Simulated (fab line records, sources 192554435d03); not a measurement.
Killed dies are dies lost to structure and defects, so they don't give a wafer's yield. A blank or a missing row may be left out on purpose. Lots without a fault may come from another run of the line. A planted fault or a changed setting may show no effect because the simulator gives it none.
Which tool did it? | flow n5_finfet | 12 lots, 36 wafers sampled, at 1 step of a route of 1938

WHAT THE GAUGES READ, wafer by wafer
N5_BEOL_M9_OCD_MEAS_38.
lot  | measured     | on     | trench_depth_nm (nm)
L075 | day 9 22:47  | ocd-02 | 149.6 151.6 153.6
L077 | day 10 07:16 | ocd-02 | 151.8 145.5 148.1
L079 | day 10 19:06 | ocd-01 | 148.1 150.8 154.4
L081 | day 11 09:42 | ocd-01 | 153.8 149.3 153.4
L083 | day 11 18:55 | ocd-02 | 146.8 147.7 150.7
L084 | day 12 03:51 | ocd-02 | 148.0 145.3 148.5
L087 | day 13 06:36 | ocd-01 | 148.6 150.6 144.6
L088 | day 13 18:25 | ocd-02 | 151.3 147.9 147.3
L090 | day 14 17:31 | ocd-02 | 149.5 150.3 155.0
L093 | day 16 00:02 | ocd-01 | 155.8 150.7 151.1
L096 | day 16 03:43 | ocd-02 | 150.9 150.8 150.2
L095 | day 17 16:37 | ocd-01 | 148.8 149.4 151.3

WHICH TOOL RAN EACH LOT (tool, then ch and the chambers of the sampled wafers, then the start)
The record holds no process step before these readings.

THE ANSWER, worked out from the rows above alone
Rule: what is usual is taken from the lots themselves. Put in order of their means at a reading, lots are off if they are a third of the lots or fewer, leave a main group of 4 or more, and stand apart from it by a gap of 3 or more times the standard deviation of the main group's means; of several such gaps the widest counts. A main group whose means are all the same, to the digits that the tables above print for the reading, isn't used. A lot without any number at a reading at which 4 lots or more have one is off too. The other lots that the step has rows for count as sound.
No lot is off at any reading shown: from this, nothing can be told.

WHAT THE SIMULATOR HAD PUT IN
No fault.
